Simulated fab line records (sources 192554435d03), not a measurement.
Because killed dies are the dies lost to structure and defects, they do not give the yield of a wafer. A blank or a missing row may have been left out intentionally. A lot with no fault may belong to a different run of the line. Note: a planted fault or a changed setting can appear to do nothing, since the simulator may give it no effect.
What tool caused it? || flow n5 finfet || 24 lots, 72 wafers sampled, at 2 steps of a route of 1938

WHAT THE GAUGES SHOWED, per wafer
N5_BEOL_M3_CD_MEAS_35: target cd 18 nm, target cd y 21 nm. Usual: cd nm reads 18.1 nm (standard deviation 0.35).
{"lot": "L074", "measured": "day 7 01:07", "on": "cd sem-03", "cd nm (nm)": "18.5 18.1 17.5", "flag": ""}
{"lot": "L075", "measured": "day 7 10:31", "on": "cd sem-02", "cd nm (nm)": "18.0 18.5 18.5", "flag": ""}
{"lot": "L076", "measured": "day 7 15:28", "on": "cd sem-02", "cd nm (nm)": "18.7 18.2 17.7", "flag": ""}
{"lot": "L077", "measured": "day 7 16:12", "on": "cd sem-02", "cd nm (nm)": "17.7 18.2 17.8", "flag": ""}
{"lot": "L078", "measured": "day 8 02:45", "on": "cd sem-03", "cd nm (nm)": "17.7 17.9 17.7", "flag": ""}
{"lot": "L079", "measured": "day 8 01:16", "on": "cd sem-02", "cd nm (nm)": "17.9 18.0 18.4", "flag": ""}
{"lot": "L080", "measured": "day 8 17:21", "on": "cd sem-03", "cd nm (nm)": "17.8 18.1 17.6", "flag": ""}
{"lot": "L081", "measured": "day 9 12:00", "on": "cd sem-01", "cd nm (nm)": "17.7 18.6 18.2", "flag": ""}
{"lot": "L082", "measured": "day 9 19:55", "on": "cd sem-01", "cd nm (nm)": "18.2 18.1 18.6", "flag": ""}
{"lot": "L083", "measured": "day 9 21:38", "on": "cd sem-02", "cd nm (nm)": "18.3 17.9 18.1", "flag": ""}
{"lot": "L084", "measured": "day 10 12:38", "on": "cd sem-03", "cd nm (nm)": "17.6 17.8 17.7", "flag": ""}
{"lot": "L085", "measured": "day 10 12:48", "on": "cd sem-02", "cd nm (nm)": "18.6 18.3 17.8", "flag": ""}
{"lot": "L086", "measured": "day 10 13:16", "on": "cd sem-03", "cd nm (nm)": "17.4 17.9 17.9", "flag": ""}
{"lot": "L087", "measured": "day 10 16:14", "on": "cd sem-01", "cd nm (nm)": "17.9 18.2 17.9", "flag": ""}
{"lot": "L088", "measured": "day 10 20:25", "on": "cd sem-03", "cd nm (nm)": "18.2 17.5 17.9", "flag": ""}
{"lot": "L089", "measured": "day 11 05:20", "on": "cd sem-03", "cd nm (nm)": "17.9 17.7 17.6", "flag": ""}
{"lot": "L091", "measured": "day 11 15:37", "on": "cd sem-01", "cd nm (nm)": "18.8 18.3 17.7", "flag": ""}
{"lot": "L090", "measured": "day 11 19:32", "on": "cd sem-01", "cd nm (nm)": "18.3 18.1 18.5", "flag": ""}
{"lot": "L092", "measured": "day 12 03:38", "on": "cd sem-01", "cd nm (nm)": "18.3 17.8 18.3", "flag": ""}
{"lot": "L093", "measured": "day 12 10:38", "on": "cd sem-01", "cd nm (nm)": "18.6 18.3 18.8", "flag": ""}
{"lot": "L094", "measured": "day 12 13:15", "on": "cd sem-03", "cd nm (nm)": "18.0 17.5 17.7", "flag": ""}
{"lot": "L095", "measured": "day 13 04:37", "on": "cd sem-01", "cd nm (nm)": "18.1 17.9 18.2", "flag": ""}
{"lot": "L096", "measured": "day 13 06:43", "on": "cd sem-01", "cd nm (nm)": "18.1 18.1 19.0", "flag": ""}
{"lot": "L097", "measured": "day 13 10:07", "on": "cd sem-03", "cd nm (nm)": "18.0 18.2 17.7", "flag": ""}

WHAT TOOL EACH LOT RAN ON (gives the tool, then ch and the chambers of the sampled wafers, and finally the start)
{"lot": "L074", "N5_BEOL_M3_ETCH_74": "rie diel-03 ch 0,2,3, day 6 16:45"}
{"lot": "L075", "N5_BEOL_M3_ETCH_74": "rie diel-06 ch 0,1, day 7 08:11"}
{"lot": "L076", "N5_BEOL_M3_ETCH_74": "rie diel-06 ch 0,3, day 7 11:34"}
{"lot": "L077", "N5_BEOL_M3_ETCH_74": "rie diel-03 ch 1,2,3, day 7 14:07"}
{"lot": "L078", "N5_BEOL_M3_ETCH_74": "rie diel-03 ch 1,3, day 7 18:50"}
{"lot": "L079", "N5_BEOL_M3_ETCH_74": "rie diel-04 ch 0,2,3, day 7 20:38"}
{"lot": "L080", "N5_BEOL_M3_ETCH_74": "rie diel-03 ch 1,2,3, day 8 13:41"}
{"lot": "L081", "N5_BEOL_M3_ETCH_74": "rie diel-04 ch 0,1,2, day 8 22:08"}
{"lot": "L082", "N5_BEOL_M3_ETCH_74": "rie diel-03 ch 0,3, day 9 17:41"}
{"lot": "L083", "N5_BEOL_M3_ETCH_74": "rie diel-03 ch 0,2, day 9 17:55"}
{"lot": "L084", "N5_BEOL_M3_ETCH_74": "rie diel-03 ch 0,3, day 10 08:41"}
{"lot": "L085", "N5_BEOL_M3_ETCH_74": "rie diel-06 ch 0,2,3, day 10 10:07"}
{"lot": "L086", "N5_BEOL_M3_ETCH_74": "rie diel-04 ch 0,2,3, day 10 10:19"}
{"lot": "L087", "N5_BEOL_M3_ETCH_74": "rie diel-04 ch 2,3, day 10 12:40"}
{"lot": "L088", "N5_BEOL_M3_ETCH_74": "rie diel-03 ch 0,1,2, day 10 16:18"}
{"lot": "L089", "N5_BEOL_M3_ETCH_74": "rie diel-06 ch 1,2,3, day 11 00:17"}
{"lot": "L091", "N5_BEOL_M3_ETCH_74": "rie diel-03 ch 0,2,3, day 11 09:08"}
{"lot": "L090", "N5_BEOL_M3_ETCH_74": "rie diel-06 ch 0,2,3, day 11 10:58"}
{"lot": "L092", "N5_BEOL_M3_ETCH_74": "rie diel-06 ch 1,2,3, day 11 22:53"}
{"lot": "L093", "N5_BEOL_M3_ETCH_74": "rie diel-04 ch 0,1,2, day 12 04:13"}
{"lot": "L094", "N5_BEOL_M3_ETCH_74": "rie diel-03 ch 0,1, day 12 09:00"}
{"lot": "L095", "N5_BEOL_M3_ETCH_74": "rie diel-04 ch 0,1,2, day 12 11:24"}
{"lot": "L096", "N5_BEOL_M3_ETCH_74": "rie diel-03 ch 1,2,3, day 12 11:53"}
{"lot": "L097", "N5_BEOL_M3_ETCH_74": "rie diel-03 ch 1,3, day 13 04:46"}
- N5_BEOL_M3_ETCH_74: etches underlayer in N2/H2, target depth 6.5 nm, time 5.2 s.

AS READ BY THE TOOLS THEMSELVES (means over the sampled wafers that have a number; for cases with no such wafer, the mark the record gives instead)
N5_BEOL_M3_ETCH_74. Usual: drypump motor current A 5.5 A, standard deviation 0.42; etch rf on time s 5.25 s, standard deviation 0.12; oes product au 0.66 a.u., standard deviation 0.067; rf fwd power W 819.2 W, standard deviation 2.3; rf vpp V 522.8 V, standard deviation 2.9; showerhead plenum p Torr 2.51 Torr, standard deviation 0.086; throttle valve pct 17.96 %, standard deviation 0.22.
{"lot": "L074", "tool": "rie diel-03", "drypump motor current A (A)": 5.5, "etch rf on time s (s)": 5.35, "oes product au (a.u.)": 0.64, "rf fwd power W (W)": 818.4, "rf vpp V (V)": 522.1, "showerhead plenum p Torr (Torr)": 2.49, "throttle valve pct (%)": 18.08, "flag": ""}
{"lot": "L075", "tool": "rie diel-06", "drypump motor current A (A)": 6.0, "etch rf on time s (s)": 5.17, "oes product au (a.u.)": 0.67, "rf fwd power W (W)": 820.2, "rf vpp V (V)": 521.9, "showerhead plenum p Torr (Torr)": 2.49, "throttle valve pct (%)": 18.01, "flag": ""}
{"lot": "L076", "tool": "rie diel-06", "drypump motor current A (A)": 6.0, "etch rf on time s (s)": 5.35, "oes product au (a.u.)": 0.72, "rf fwd power W (W)": 818.6, "rf vpp V (V)": 524.9, "showerhead plenum p Torr (Torr)": 2.58, "throttle valve pct (%)": 17.58, "flag": ""}
{"lot": "L077", "tool": "rie diel-03", "drypump motor current A (A)": 5.5, "etch rf on time s (s)": 5.30, "oes product au (a.u.)": 0.64, "rf fwd power W (W)": 819.2, "rf vpp V (V)": 523.6, "showerhead plenum p Torr (Torr)": 2.54, "throttle valve pct (%)": 18.03, "flag": ""}
{"lot": "L078", "tool": "rie diel-03", "drypump motor current A (A)": 5.7, "etch rf on time s (s)": 5.27, "oes product au (a.u.)": 0.63, "rf fwd power W (W)": 820.3, "rf vpp V (V)": 522.1, "showerhead plenum p Torr (Torr)": 2.51, "throttle valve pct (%)": 17.98, "flag": ""}
{"lot": "L079", "tool": "rie diel-04", "drypump motor current A (A)": 5.2, "etch rf on time s (s)": 5.11, "oes product au (a.u.)": 0.69, "rf fwd power W (W)": 820.8, "rf vpp V (V)": 522.4, "showerhead plenum p Torr (Torr)": 2.49, "throttle valve pct (%)": 17.84, "flag": ""}
{"lot": "L080", "tool": "rie diel-03", "drypump motor current A (A)": 5.5, "etch rf on time s (s)": 5.30, "oes product au (a.u.)": 0.62, "rf fwd power W (W)": 821.2, "rf vpp V (V)": 522.9, "showerhead plenum p Torr (Torr)": 2.54, "throttle valve pct (%)": 18.06, "flag": ""}
{"lot": "L081", "tool": "rie diel-04", "drypump motor current A (A)": 5.5, "etch rf on time s (s)": 5.11, "oes product au (a.u.)": 0.76, "rf fwd power W (W)": 820.7, "rf vpp V (V)": 522.7, "showerhead plenum p Torr (Torr)": 2.51, "throttle valve pct (%)": 17.91, "flag": ""}
{"lot": "L082", "tool": "rie diel-03", "drypump motor current A (A)": 5.7, "etch rf on time s (s)": 5.36, "oes product au (a.u.)": 0.63, "rf fwd power W (W)": 819.4, "rf vpp V (V)": 518.1, "showerhead plenum p Torr (Torr)": 2.38, "throttle valve pct (%)": 18.11, "flag": ""}
{"lot": "L083", "tool": "rie diel-03", "drypump motor current A (A)": 5.5, "etch rf on time s (s)": 5.30, "oes product au (a.u.)": 0.63, "rf fwd power W (W)": 819.0, "rf vpp V (V)": 521.6, "showerhead plenum p Torr (Torr)": 2.45, "throttle valve pct (%)": 18.09, "flag": ""}
{"lot": "L084", "tool": "rie diel-03", "drypump motor current A (A)": 5.8, "etch rf on time s (s)": 5.34, "oes product au (a.u.)": 0.63, "rf fwd power W (W)": 818.8, "rf vpp V (V)": 519.1, "showerhead plenum p Torr (Torr)": 2.40, "throttle valve pct (%)": 18.15, "flag": ""}
{"lot": "L085", "tool": "rie diel-06", "drypump motor current A (A)": 5.7, "etch rf on time s (s)": 5.30, "oes product au (a.u.)": 0.67, "rf fwd power W (W)": 819.5, "rf vpp V (V)": 525.5, "showerhead plenum p Torr (Torr)": 2.56, "throttle valve pct (%)": 17.65, "flag": ""}
{"lot": "L086", "tool": "rie diel-04", "drypump motor current A (A)": 5.3, "etch rf on time s (s)": 5.14, "oes product au (a.u.)": 0.67, "rf fwd power W (W)": 815.8, "rf vpp V (V)": 523.0, "showerhead plenum p Torr (Torr)": 2.49, "throttle valve pct (%)": 17.88, "flag": ""}
{"lot": "L087", "tool": "rie diel-04", "drypump motor current A (A)": 4.9, "etch rf on time s (s)": 5.14, "oes product au (a.u.)": 0.65, "rf fwd power W (W)": 821.4, "rf vpp V (V)": 522.8, "showerhead plenum p Torr (Torr)": 2.51, "throttle valve pct (%)": 17.88, "flag": ""}
{"lot": "L088", "tool": "rie diel-03", "drypump motor current A (A)": 5.5, "etch rf on time s (s)": 5.38, "oes product au (a.u.)": 0.61, "rf fwd power W (W)": 819.2, "rf vpp V (V)": 522.6, "showerhead plenum p Torr (Torr)": 2.51, "throttle valve pct (%)": 18.04, "flag": ""}
{"lot": "L089", "tool": "rie diel-06", "drypump motor current A (A)": 5.5, "etch rf on time s (s)": 5.27, "oes product au (a.u.)": 0.66, "rf fwd power W (W)": 818.2, "rf vpp V (V)": 523.4, "showerhead plenum p Torr (Torr)": 2.51, "throttle valve pct (%)": 17.85, "flag": ""}
{"lot": "L091", "tool": "rie diel-03", "drypump motor current A (A)": 5.5, "etch rf on time s (s)": 5.35, "oes product au (a.u.)": 0.61, "rf fwd power W (W)": 820.9, "rf vpp V (V)": 521.3, "showerhead plenum p Torr (Torr)": 2.47, "throttle valve pct (%)": 18.13, "flag": ""}
{"lot": "L090", "tool": "rie diel-06", "drypump motor current A (A)": 5.7, "etch rf on time s (s)": 5.27, "oes product au (a.u.)": 0.67, "rf fwd power W (W)": 819.5, "rf vpp V (V)": 524.6, "showerhead plenum p Torr (Torr)": 2.55, "throttle valve pct (%)": 17.68, "flag": ""}
{"lot": "L092", "tool": "rie diel-06", "drypump motor current A (A)": 5.5, "etch rf on time s (s)": 5.22, "oes product au (a.u.)": 0.66, "rf fwd power W (W)": 820.0, "rf vpp V (V)": 522.9, "showerhead plenum p Torr (Torr)": 2.51, "throttle valve pct (%)": 17.85, "flag": ""}
{"lot": "L093", "tool": "rie diel-04", "drypump motor current A (A)": 5.5, "etch rf on time s (s)": 5.11, "oes product au (a.u.)": 0.72, "rf fwd power W (W)": 819.3, "rf vpp V (V)": 524.3, "showerhead plenum p Torr (Torr)": 2.50, "throttle valve pct (%)": 17.95, "flag": ""}
{"lot": "L094", "tool": "rie diel-03", "drypump motor current A (A)": 5.6, "etch rf on time s (s)": 5.26, "oes product au (a.u.)": 0.61, "rf fwd power W (W)": 816.9, "rf vpp V (V)": 521.1, "showerhead plenum p Torr (Torr)": 2.46, "throttle valve pct (%)": 18.00, "flag": ""}
{"lot": "L095", "tool": "rie diel-04", "drypump motor current A (A)": 5.4, "etch rf on time s (s)": 5.19, "oes product au (a.u.)": 0.71, "rf fwd power W (W)": 820.7, "rf vpp V (V)": 523.7, "showerhead plenum p Torr (Torr)": 2.50, "throttle valve pct (%)": 17.96, "flag": ""}
{"lot": "L096", "tool": "rie diel-03", "drypump motor current A (A)": 5.5, "etch rf on time s (s)": 5.25, "oes product au (a.u.)": 0.61, "rf fwd power W (W)": 819.5, "rf vpp V (V)": 523.4, "showerhead plenum p Torr (Torr)": 2.53, "throttle valve pct (%)": 18.10, "flag": ""}
{"lot": "L097", "tool": "rie diel-03", "drypump motor current A (A)": 5.7, "etch rf on time s (s)": 5.32, "oes product au (a.u.)": 0.60, "rf fwd power W (W)": 816.8, "rf vpp V (V)": 521.9, "showerhead plenum p Torr (Torr)": 2.45, "throttle valve pct (%)": 18.15, "flag": ""}

THE ANSWER, worked out from the rows above alone
Rule: a lot is off if the mean of its wafers that have a number lies more than 3 standard deviations from the usual mean. A lot without any number at a reading at which 4 lots or more have one is off too. Where the step has rows for the other lots, those lots are counted as sound. After the gauges, taken in route order, come the tools' own readings; for these a lot's mean is taken, as printed above. At the first step where some lot is off, the reading lying furthest off is the one used; lots without a number count as furthest.
None of the lots is off at any reading shown; this tells nothing.

WHAT THE SIMULATOR HAD INSERTED
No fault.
